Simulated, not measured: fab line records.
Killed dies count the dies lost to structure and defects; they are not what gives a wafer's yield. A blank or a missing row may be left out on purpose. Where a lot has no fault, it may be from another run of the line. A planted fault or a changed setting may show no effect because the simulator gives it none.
Chamber matching + flow n5Finfet + N5_FIN_SAQP_HM_DEP_03 on pecvd-02: 3 sister chambers
The step deposits SiNx from SiH4/NH3/N2, target thk 38 nm, time 33.6 s. 3 wafers are shown with their chamber, then 11 later ones without.

EACH WAFER AND ITS CHAMBER
| wafer  | chamber | showerheadPlenumPTorr (Torr) |
|--------|---------|------------------------------|
| L091.1 | 2       | 5.17                         |
| L091.2 | 1       | 5.09                         |
| L092.1 | 0       | 5.15                         |

WAFERS WITH NO CHAMBER GIVEN
| wafer  | showerheadPlenumPTorr (Torr) |
|--------|------------------------------|
| L092.4 | 5.19                         |
| L092.5 | 5.08                         |
| L094.3 | 5.19                         |
| L094.5 | 5.18                         |
| L094.6 | 5.08                         |
| L095.1 | 5.14                         |
| L095.2 | 5.17                         |
| L095.3 | 5.08                         |
| L097.2 | 5.16                         |
| L097.4 | 5.14                         |
| L097.6 | 5.15                         |

THE CHAMBER EACH PASSED THROUGH
| wafer  | from the rows above     | in truth |
|--------|-------------------------|----------|
| L092.4 | can't be placed: 2 or 0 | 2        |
| L092.5 | 1                       | 1        |
| L094.3 | can't be placed: 2 or 0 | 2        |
| L094.5 | can't be placed: 2 or 0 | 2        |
| L094.6 | 1                       | 1        |
| L095.1 | can't be placed: 0 or 2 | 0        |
| L095.2 | can't be placed: 2 or 0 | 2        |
| L095.3 | 1                       | 1        |
| L097.2 | can't be placed: 0 or 2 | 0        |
| L097.4 | can't be placed: 0 or 2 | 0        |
| L097.6 | can't be placed: 0 or 2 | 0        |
Correctly placed: 3 of 11. From these rows, 8 cannot be placed; in 8 the true chamber is one of the candidates. Wrongly placed: 0.
How it was worked out, from the rows above alone: a wafer's distance from a chamber is the root of the sum, over the readings, of the square of ((its reading less the chamber's mean) divided by the reading's scatter). If the next closest chamber is less than 2 further off than the closest, the wafer can't be placed; otherwise it belongs to the closest. The mean given for a chamber averages the wafers shown for that chamber. The scatter: with one shown wafer a chamber, the root of the mean of the squares of how far each hidden wafer lies from its nearest shown one.
